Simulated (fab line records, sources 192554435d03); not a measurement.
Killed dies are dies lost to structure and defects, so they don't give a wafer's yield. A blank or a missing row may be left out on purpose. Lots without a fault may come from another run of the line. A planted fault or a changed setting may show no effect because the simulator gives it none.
Split-lot experiment | flow n5_finfet | 7 lots, 21 wafers read, on a route of 1938 steps

THE SPLIT
At N5_SD_EPI_N_EXPOSE_06 (exposes mask SD N BLK, target cd 120 nm), the setting dose_mj was moved away from the recipe's 39.75 on 5 of the 21 wafers read, by -7.0% to -4.1%. The other wafers ran this setting at the recipe's value.

FROM THE SPLIT TO THE READING: what the file shows between them, 1 step
- N5_SD_EPI_N_DEVELOP_08: develop time 30 s (also split here: develop_time_s)

THE READING
cd_nm, in nm, at N5_SD_EPI_N_CD_MEAS_09 (target cd 120 nm). Fault-free wafers of this fab line usually give 119.7 nm, standard deviation 0.9 nm.

wafer  | tool, chamber at the split | dose_mj as run | against the recipe | cd_nm, nm | against lot-mates on the recipe
L074.1 | arfi_scanner-03, 0         | 39.75          | recipe             | 118.9     | -
L074.4 | arfi_scanner-03, 0         | 38.14          | -4.1%              | 115.8     | -2.7
L074.6 | arfi_scanner-03, 0         | 39.75          | recipe             | 118.1     | -
L078.1 | arfi_scanner-03, 0         | 39.75          | recipe             | 119.2     | -
L078.2 | arfi_scanner-03, 0         | 39.75          | recipe             | 119.4     | -
L078.6 | arfi_scanner-03, 0         | 39.75          | recipe             | 119.1     | -
L079.1 | arfi_scanner-01, 0         | 38.03          | -4.3%              | 116.4     | -3.5
L079.2 | arfi_scanner-01, 0         | 39.75          | recipe             | 119.2     | -
L079.6 | arfi_scanner-01, 0         | 39.75          | recipe             | 120.7     | -
L085.1 | arfi_scanner-02, 0         | 37.28          | -6.2%              | 115.9     | -3.8
L085.3 | arfi_scanner-02, 0         | 39.75          | recipe             | 119.7     | -
L085.5 | arfi_scanner-02, 0         | 37.28          | -6.2%              | 115.1     | -4.6
L093.1 | arfi_scanner-01, 0         | 39.75          | recipe             | 120.6     | -
L093.4 | arfi_scanner-01, 0         | 39.75          | recipe             | 119.9     | -
L093.6 | arfi_scanner-01, 0         | 36.97          | -7.0%              | 114.9     | -5.3
L094.4 | arfi_scanner-03, 0         | 39.75          | recipe             | 119.9     | -
L094.5 | arfi_scanner-03, 0         | 39.75          | recipe             | 120.1     | -
L094.6 | arfi_scanner-03, 0         | 39.75          | recipe             | 120.4     | -
L095.1 | arfi_scanner-01, 0         | 39.75          | recipe             | 120.4     | -
L095.2 | arfi_scanner-01, 0         | 39.75          | recipe             | 118.3     | -
L095.6 | arfi_scanner-01, 0         | 39.75          | recipe             | 119.8     | -

THE FIT
A straight line over all 21 wafers: cd_nm changes by +0.698 nm for each +1% of dose_mj; r = +0.92; the points scatter about the line by 0.74 nm.
The same after taking each lot's own level away (the mean of its wafers on the recipe; 21 wafers): +0.719 nm for each +1%; r = +0.96; scatter 0.51 nm.
On that fit, the largest move of dose_mj shifts the reading by 5 nm.
The lots' own levels span 118.50 to 120.25 nm, that is 1.9 times the standard deviation above.
So the lot-to-lot level changes the slope little: the two slopes agree.
Check: with one of the wafers moved furthest among these (-7.0%) left out of the fit, the line predicts -4.88 nm for it against its lot-mates. It came out at -5.35 nm against them.

OTHER SPLITS ON THESE WAFERS
These wafers also went through other splits before the reading. Each is held against what the fit with the lots' levels taken away leaves over:
other split on the same wafers        | wafers away from the commonest value | r with cd_nm (lot level and that fit taken away)
N5_FIN_SAQP_SPACER1_ALD_24 temp_c     | 6                                    | -0.07
N5_FIN_CUT_COAT_02 spin_rpm           | 8                                    | +0.09
N5_SD_EPI_N_DEVELOP_08 develop_time_s | 7                                    | +0.15

THE WHOLE CHAIN: every reading that the file lists as answering this split, in the file's order
step                    | what it does                                                | reading                                                         | change (the file's fit)               | r (the file's)
N5_SD_EPI_N_CD_MEAS_09  | target cd 120 nm                                            | cd_nm                                                           | +0.733 nm for each +1% of the setting | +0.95
N5_SD_EPI_N_DESCUM_14   | chemistry O2, time 7.9 s                                    | SD_EPI_N.cd_nm (the simulator's own value, which no gauge read) | +0.715 nm for each +1% of the setting | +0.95
N5_SD_EPI_N_ETCH_35     | etches SOC in N2/H2, overetch 108 nm, time 486 s            | SD_EPI_N.cd_nm (the simulator's own value, which no gauge read) | +0.795 nm for each +1% of the setting | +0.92
N5_SD_EPI_N_ETCHBACK_44 | etches SiNx in CH3F/O2, stops on SiO2, target depth 14.5 nm | SD_EPI_N.cd_nm (the simulator's own value, which no gauge read) | +0.818 nm for each +1% of the setting | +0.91
N5_SD_EPI_N_ETCH_45     | etches SiOCN in CH3F/O2, target depth 6 nm                  | SD_EPI_N.cd_nm (the simulator's own value, which no gauge read) | +0.828 nm for each +1% of the setting | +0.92

THE FILE'S OWN FIT
cd_nm changes by +0.733 nm for each +1% of dose_mj, r = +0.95.
